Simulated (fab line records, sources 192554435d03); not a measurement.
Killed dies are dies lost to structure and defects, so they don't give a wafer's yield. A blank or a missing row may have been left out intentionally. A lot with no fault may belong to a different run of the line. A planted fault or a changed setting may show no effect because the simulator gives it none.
Code-filled problem report in 8D (eight disciplines) form -- flow n5 finfet -- the parts of the form that need people (team, actions taken, sign-off) are left out

## 1. WHAT WENT WRONG
killed_at_M0_to_M3 at N5_PASSIVATION_PROBE_49 reads a mean of 146 on 2 wafers of 2 lots; wafers without a fault read 34 with a standard deviation of 10. That is +11 standard deviations from the usual mean.
The first sign was on wafer L601.3 at day 15 19:01, on prober-02. Wafers with a number at this step in the record: 2, from 2 lots. The rule behind "out" and "out of limits": a value lying over 4 standard deviations away from the usual mean. The rest of the wafers with a number are treated as sound.

## 2. WHAT IT IS, AND WHAT IT ISN'T
question,is,is not
which readings at this step,"killed_at_M0_to_M3, defect limited yield, killed dies, sort_bin_5_function, sort n pass, sort yield pct","killed_at_M4_up, killed at contacts, killed at front end, killed at other, killed open, killed short, sort_bin_6_memory"
which lots,"L601, L603",-
which wafers of those lots,all that have a number,-
read on which tools,prober-02,-
when,from day 15 19:01,up to then (0 sound wafers)

## 3. THE SUSPECTS, EACH WITH WHAT RULES IT OUT
Counting: a tool at a process step up to the reading stays a suspect if it ran every lot that is out and no sound lot after the first of them.
- rie diel-03 at N5_BEOL_M3_TRENCH_ETCH_37 (etches SiOC in C4F6/O2, target depth 55.555 nm, time 29.2 s): kept. It ran every lot that is out, first L601 (day 10 11:37), and no sound lot after that. N5_BEOL_M3_TRENCH_ETCH_37 gives no start for some lots, so the hours and the order of its lots are those of N5_BEOL_M3_ETCH_41.
- rie diel-03 at N5_BEOL_M3_ETCH_41 (etches SiCN in CH3F/O2, target depth 29.9 nm, time 52.5 s): kept. It ran every lot that is out, first L601 (day 10 11:37), and no sound lot after that.
- prober-02 at N5_PASSIVATION_PROBE_49: kept. It ran every lot that is out, first L601 (day 15 19:01), and no sound lot after that. Its own readings are out on those wafers: defect limited yield, killed_at_M0_to_M3, killed dies, sort_bin_5_function, sort n pass, sort yield pct.
Still standing after the count: rie diel-03 at N5_BEOL_M3_TRENCH_ETCH_37, rie diel-03 at N5_BEOL_M3_ETCH_41, prober-02 at N5_PASSIVATION_PROBE_49.

## 4. THE CAUSE (what the simulator had put in)
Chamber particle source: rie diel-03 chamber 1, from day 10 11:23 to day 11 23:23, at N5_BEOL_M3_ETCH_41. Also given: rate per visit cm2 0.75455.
Counting left 3 suspects, and this tool is among them.

## 5. THE EFFECT CHAIN, in route order
One row per reading whose mean, taken over the struck wafers that have a number, lies over 3 standard deviations from the usual. Readings are gone through only where the record gives a usual standard deviation; hours: the median, over the lots, of the time from a lot's start at the first step in this table giving one to that lot's start at this step; sigmas: the change measured in usual standard deviations.
hours,step,reading,usual,on struck wafers,change,sigmas
0,N5_PASSIVATION_PROBE_49,defect limited yield,91.3 %,82.4,-8.9,-5.9
0,N5_PASSIVATION_PROBE_49,killed_at_M0_to_M3,34,146,+112,+11
0,N5_PASSIVATION_PROBE_49,killed dies,103,208,+105,+5.8
0,N5_PASSIVATION_PROBE_49,sort_bin_5_function,5.2 %,11.7,+6.5,+6.5
0,N5_PASSIVATION_PROBE_49,sort n pass,1077,972,-105,-5.8
0,N5_PASSIVATION_PROBE_49,sort yield pct,91.3 %,82.4,-8.9,-5.9
The process steps in it:
- N5_PASSIVATION_PROBE_49

## 6. HOW IT WOULD HAVE BEEN CAUGHT EARLIER
In this record no reading fell out of limits until day 15 19:01, 128 hours after the fault had begun at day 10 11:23.
Tool readings at N5_BEOL_M3_ETCH_41 with a usual standard deviation given in the record: none out on any struck wafer, hence no alarm at a limit of 4 standard deviations on them.
The start of N5_BEOL_M3_ETCH_41 on rie diel-03 came by day 15 19:01 for every one of the lots that are out (2). Had the tool been put on hold then, not one of them would have been saved.
